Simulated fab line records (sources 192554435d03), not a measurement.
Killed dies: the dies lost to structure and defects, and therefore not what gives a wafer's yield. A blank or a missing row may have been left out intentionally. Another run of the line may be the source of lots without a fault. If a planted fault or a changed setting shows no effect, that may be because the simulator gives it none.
Chamber matching / flow n5_finfet / N5_DUMMY_GATE_DESCUM_20 on rie_diel-02: 4 sister chambers
The step chemistry O2, time 6.2 s. 8 wafers are shown with their chamber, then 6 later ones without.

== WAFERS PAIRED WITH THEIR CHAMBERS ==
wafer=L577.1; chamber=1; drypump_motor_current_A (A)=5.3; throttle_valve_pct (%)=20.06
wafer=L577.4; chamber=0; drypump_motor_current_A (A)=5.5; throttle_valve_pct (%)=20.64
wafer=L577.5; chamber=2; drypump_motor_current_A (A)=6.2; throttle_valve_pct (%)=20.51
wafer=L578.2; chamber=1; drypump_motor_current_A (A)=5.4; throttle_valve_pct (%)=20.06
wafer=L578.4; chamber=3; drypump_motor_current_A (A)=6.0; throttle_valve_pct (%)=20.93
wafer=L578.5; chamber=3; drypump_motor_current_A (A)=6.0; throttle_valve_pct (%)=20.92
wafer=L590.2; chamber=0; drypump_motor_current_A (A)=5.6; throttle_valve_pct (%)=20.69
wafer=L590.3; chamber=2; drypump_motor_current_A (A)=6.2; throttle_valve_pct (%)=20.18

== WAFERS WITH NO CHAMBER GIVEN ==
wafer=L591.2; drypump_motor_current_A (A)=6.2; throttle_valve_pct (%)=20.18
wafer=L591.4; drypump_motor_current_A (A)=6.2; throttle_valve_pct (%)=20.20
wafer=L591.5; drypump_motor_current_A (A)=5.3; throttle_valve_pct (%)=20.09
wafer=L592.1; drypump_motor_current_A (A)=5.3; throttle_valve_pct (%)=20.09
wafer=L592.4; drypump_motor_current_A (A)=6.0; throttle_valve_pct (%)=20.97
wafer=L592.6; drypump_motor_current_A (A)=5.4; throttle_valve_pct (%)=20.09

== WHICH CHAMBER EACH WENT THROUGH ==
wafer=L591.2; from the rows above=2; in truth=2
wafer=L591.4; from the rows above=2; in truth=2
wafer=L591.5; from the rows above=1; in truth=1
wafer=L592.1; from the rows above=1; in truth=1
wafer=L592.4; from the rows above=3; in truth=3
wafer=L592.6; from the rows above=1; in truth=1
Correctly placed: 6 of 6. Number that these rows cannot place: 0. Wrongly placed: 0.
How it was worked out, from the rows above alone: a wafer's distance from a chamber is the root of the sum, over the readings, of the square of ((its reading less the chamber's mean) divided by the reading's scatter). If the next closest chamber is less than 2 further off than the closest, the wafer can't be placed; otherwise it belongs to the closest. The mean given for a chamber averages the wafers shown for that chamber. The scatter: take each reading less its chamber's mean, square it, sum over the shown wafers, divide by the number of wafers less the number of chambers, and take the root.
